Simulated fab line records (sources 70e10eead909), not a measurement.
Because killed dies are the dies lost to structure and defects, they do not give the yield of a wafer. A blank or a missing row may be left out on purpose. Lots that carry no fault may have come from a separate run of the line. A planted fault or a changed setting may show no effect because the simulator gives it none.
Which tool is to blame? ; flow nand harc ; 12 lots with 33 wafers sampled at 6 steps, on a route of 1302 steps

== WHAT THE GAUGES SHOWED, per wafer ==
NHARC_P_M1_CD_MEAS_09 targets a cd of 130 nm. Usual: cd nm at 130.2 nm, with a standard deviation of 0.62.
lot;measured;on;cd nm (nm);flag
L345;day 6 01:18;cd sem-03;130.0 130.3 130.4;
L346;day 6 16:15;cd sem-03;129.5 131.2 129.8;
L348;day 7 10:46;cd sem-01;130.1 129.8 130.0;
L349;day 8 02:08;cd sem-03;130.4 130.1 130.4;
L351;day 8 14:35;cd sem-02;130.1 129.5 129.5;
L350;day 8 15:51;cd sem-03;130.8 129.7 130.0;
L352;day 9 02:12;cd sem-01;129.9 130.0 131.0;
L353;day 9 19:25;cd sem-03;129.9 129.8 129.3;
L356;day 11 07:28;cd sem-02;130.5 130.6 130.4;
L365;day 14 17:07;cd sem-01;138.3 129.4 138.6 129.4;OFF
L366;day 14 17:46;cd sem-03;137.3 136.9;OFF
L367;day 15 08:39;cd sem-03;130.6 130.4 130.6;

NHARC_END_SORT_01. Usual: defect limited yield 91 %, standard deviation 3.2; killed at array 53, standard deviation 21; killed at other 0.8, standard deviation 1.1; killed at periphery 4.2, standard deviation 2.7; killed dies 58, standard deviation 22; killed open 3.4, standard deviation 1.9; killed short 2.5, standard deviation 1.6; sort_bin_2_pct 3.1 %, standard deviation 1.4; sort_bin_3_pct 0.6 %, standard deviation 0.43; sort_bin_4_pct 4.9 %, standard deviation 1.7; sort n pass 619, standard deviation 22; sort rim yield pct 96.9 %, standard deviation 1.8; sort yield pct 91 %, standard deviation 3.2.
lot;measured;on;defect limited yield (%);killed at array;killed at other;killed at periphery;killed dies;killed open;killed short;sort_bin_2_pct (%);sort_bin_3_pct (%);sort_bin_4_pct (%);sort n pass;sort rim yield pct (%);sort yield pct (%);flag
L350;day 26 21:08;prober-01;89 89 87;76 68 83;0 1 0;1 4 2;77 73 85;3 3 5;0 3 6;4.4 3.8 5.0;0.4 0 0.9;6.5 6.9 6.6;600 604 592;97.2 97.2 97.2;89 89 87;

== WHICH TOOL RAN EACH LOT (tool, then ch and the chambers of the sampled wafers, then the start) ==
lot;NHARC_P_M0_PRE_CLEAN_31;NHARC_P_M1_PEB_07;NHARC_P_M1_ETCH_28;NHARC_P_M1_PVD_20
L345;pecvd-03 ch 0,1,2, day 5 23:58;litho track-01 ch 0, day 6 01:13;rie diel-12 ch 0,1,2, no start;pvd sputter-03, no start
L346;pecvd-03 ch 0,2, day 6 15:04;litho track-04 ch 0, day 6 16:10;rie diel-12 ch 1,2, no start;pvd sputter-01, no start
L348;pecvd-03 ch 1,2, day 7 09:34;litho track-06 ch 0, day 7 10:41;rie diel-13 ch 0,2, no start;pvd sputter-02, no start
L349;pecvd-02 ch 0,1,2, day 8 00:49;litho track-06 ch 0, day 8 02:04;rie diel-10 ch 0,2, no start;pvd sputter-01, no start
L351;pecvd-01 ch 1,2, day 8 13:16;litho track-04 ch 0, day 8 14:30;rie diel-13 ch 0,1,2, no start;pvd sputter-03, no start
L350;pecvd-03 ch 1,2, day 8 14:38;litho track-04 ch 0, day 8 15:46;rie diel-13 ch 0,1,3, day 26 21:08 or earlier;pvd sputter-02, day 26 21:08 or earlier
L352;pecvd-02 ch 0,2, day 9 00:54;litho track-04 ch 0, day 9 02:07;rie diel-13 ch 0,1,2, no start;pvd sputter-03, no start
L353;pecvd-03 ch 0,1, day 9 18:07;litho track-01 ch 0, day 9 19:20;rie diel-13 ch 1,3, no start;pvd sputter-02, no start
L356;pecvd-02 ch 0,2, day 11 06:01;litho track-06 ch 0, day 11 07:23;rie diel-13 ch 1,3, no start;pvd sputter-03, no start
L365;pecvd-02 ch 0,1, day 14 15:47;litho track-04 ch 0, day 14 17:02;rie diel-10 ch 0,1, no start;pvd sputter-01, no start
L366;pecvd-01 ch 2, day 14 16:26;litho track-04 ch 0, day 14 17:41;rie diel-10 ch 1, no start;pvd sputter-03, no start
L367;pecvd-03 ch 0,1, day 15 07:26;litho track-01 ch 0, day 15 08:34;rie diel-10 ch 0,1,3, no start;pvd sputter-03, no start
- NHARC_P_M0_PRE_CLEAN_31: time 12 s.
- NHARC_P_M1_PEB_07: peb time 65 s.
- NHARC_P_M1_ETCH_28: etches the open film in CF4/N2, target depth 30 nm, time 72.99 s.
- NHARC_P_M1_PVD_20: deposits TaN, target thk 5 nm, time 8.06 s.

== AS READ BY THE TOOLS THEMSELVES (means over the sampled wafers that have a number; for cases with no such wafer, the mark the record gives instead) ==
NHARC_P_M0_PRE_CLEAN_31. Usual: heater power w at 594 W, with a standard deviation of 80.
lot;tool;heater power w (W);flag
L345;pecvd-03;596;
L346;pecvd-03;528;
L348;pecvd-03;670;
L349;pecvd-02;531;
L351;pecvd-01;679;
L350;pecvd-03;593;
L352;pecvd-02;550;
L353;pecvd-03;617;
L356;pecvd-02;570;
L365;pecvd-02;534;
L366;pecvd-01;654;
L367;pecvd-03;565;

NHARC_P_M1_PEB_07. Usual: exhaust pa 45.1 Pa, standard deviation 0.83; plate temp C 100.03 C, standard deviation 0.14.
lot;tool;exhaust pa (Pa);plate temp C (C);flag
L345;litho track-01;44.9;100.09;
L346;litho track-04;45.6;100.03;
L348;litho track-06;45.0;100.13;
L349;litho track-06;45.1;100.10;
L351;litho track-04;44.8;99.98;
L350;litho track-04;44.3;99.95;
L352;litho track-04;45.4;100.05;
L353;litho track-01;45.6;99.94;
L356;litho track-06;45.7;99.90;
L365;litho track-04;45.7;100.18;
L366;litho track-04;46.9;99.94;
L367;litho track-01;44.3;100.16;

NHARC_P_M1_ETCH_28. Usual: drypump motor current A 5.8 A, standard deviation 0.5; oes product au 1.000 a.u., standard deviation 0.0086; rf vpp V 314.6 V, standard deviation 1.8; showerhead plenum p Torr 2.65 Torr, standard deviation 0.1; throttle valve pct 19.793 %, standard deviation 0.0097.
lot;tool;drypump motor current A (A);oes product au (a.u.);rf vpp V (V);showerhead plenum p Torr (Torr);throttle valve pct (%);flag
L345;rie diel-12;5.8;1.000;313.7;2.62;19.792;
L346;rie diel-12;5.5;1.001;314.9;2.67;19.804;
L348;rie diel-13;5.8;0.995;313.4;2.55;19.792;
L349;rie diel-10;5.9;0.999;313.9;2.56;19.790;
L351;rie diel-13;5.7;1.008;314.6;2.63;19.791;
L350;rie diel-13;6.0;1.001;315.6;2.67;19.782;
L352;rie diel-13;5.7;1.007;314.6;2.62;19.799;
L353;rie diel-13;5.9;0.993;316.2;2.71;19.794;
L356;rie diel-13;5.9;0.995;315.2;2.71;19.792;
L365;rie diel-10;5.7;1.004;314.1;2.62;19.794;
L366;rie diel-10;5.4;1.001;315.4;2.68;19.795;
L367;rie diel-10;5.8;0.994;314.2;2.64;19.792;

NHARC_P_M1_PVD_20. Usual: throttle valve pct at 30.1 %, with a standard deviation of 1.
lot;tool;throttle valve pct (%);flag
L345;pvd sputter-03;30.7;
L346;pvd sputter-01;29.8;
L348;pvd sputter-02;30.1;
L349;pvd sputter-01;30.7;
L351;pvd sputter-03;29.3;
L350;pvd sputter-02;29.7;
L352;pvd sputter-03;29.4;
L353;pvd sputter-02;29.7;
L356;pvd sputter-03;29.9;
L365;pvd sputter-01;29.6;
L366;pvd sputter-03;30.7;
L367;pvd sputter-03;30.0;

== THE ANSWER, worked out from the rows above alone ==
Rule: a lot is off if the mean of its wafers that have a number lies more than 3 standard deviations from the usual mean. A lot without any number at a reading at which 4 lots or more have one is off too. The other lots that the step has rows for count as sound. Order of review: gauges by route order, followed by the tools' own readings, for which a lot's mean as printed above is used. The first step at which some lot is off is used, and at that step the reading that is off furthest; a lot without a number counts as furthest.
Off at NHARC_P_M1_CD_MEAS_09 (cd nm): L365, L366.
If a tool, at a process step before that reading, ran all the lots that are off and no sound lot after the first of them, it fits. Those tools and the gauges at NHARC_P_M1_CD_MEAS_09 are tried in the same way. One fits: NHARC_P_M1_PEB_07 on litho track-04. A fault onset in the window from L352 (day 9 02:07, its last sound lot) to L365 (day 14 17:02, its first lot off) fits.

== WHAT THE SIMULATOR HAD INSERTED ==
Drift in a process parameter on litho track-04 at NHARC_P_M1_PEB_07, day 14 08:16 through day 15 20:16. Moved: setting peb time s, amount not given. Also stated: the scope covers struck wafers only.
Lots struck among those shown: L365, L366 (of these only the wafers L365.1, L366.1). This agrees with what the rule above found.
